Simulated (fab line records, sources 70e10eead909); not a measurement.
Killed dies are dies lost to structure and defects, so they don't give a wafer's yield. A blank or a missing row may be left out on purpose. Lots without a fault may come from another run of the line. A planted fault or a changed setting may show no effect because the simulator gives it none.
Chamber matching | flow nand_harc | NHARC_P_M0_PRE_CLEAN_31 on pecvd-01: 3 sister chambers
The step time 12 s. 14 wafers are shown with their chamber, then 7 later ones without.

WAFERS WITH THEIR CHAMBER
wafer  | chamber | heater_power_w (W)
L112.2 | 2       | 769
L112.5 | 2       | 763
L112.6 | 0       | 748
L117.1 | 2       | 728
L117.3 | 1       | 517
L117.6 | 0       | 724
L118.1 | 0       | 683
L118.2 | 2       | 754
L118.6 | 2       | 753
L119.4 | 0       | 691
L119.5 | 2       | 687
L119.6 | 1       | 466
L123.1 | 1       | 490
L123.4 | 1       | 500

SIGNATURES (means of the wafers above)
reading        | chamber 0 | chamber 1 | chamber 2 | scatter within a chamber
heater_power_w | 711.50    | 493.25    | 742.33    | 28.2
Rule: a wafer's distance from a chamber is the root of the sum, over the readings, of the square of ((its reading less the chamber's mean) divided by the reading's scatter). The wafer belongs to the nearest chamber; if the next one is less than 2 further off, it can't be placed. The scatter: the root of (the sum of the squares of (reading less its chamber's mean) over the shown wafers, divided by (wafers less chambers)).

WAFERS WITHOUT THEIR CHAMBER
wafer  | heater_power_w (W)
L123.6 | 664
L125.1 | 721
L125.3 | 562
L125.5 | 688
L130.3 | 501
L130.4 | 806
L130.6 | 506

WHICH CHAMBER EACH WENT THROUGH
wafer  | from the rows above     | in truth
L123.6 | can't be placed: 0 or 2 | 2
L125.1 | can't be placed: 0 or 2 | 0
L125.3 | 1                       | 1
L125.5 | can't be placed: 0 or 2 | 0
L130.3 | 1                       | 1
L130.4 | can't be placed: 2 or 0 | 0
L130.6 | 1                       | 1
Placed correctly: 3 of 7. Can't be placed from these rows: 4 (the true chamber is among the candidates in 4). Placed wrongly: 0.
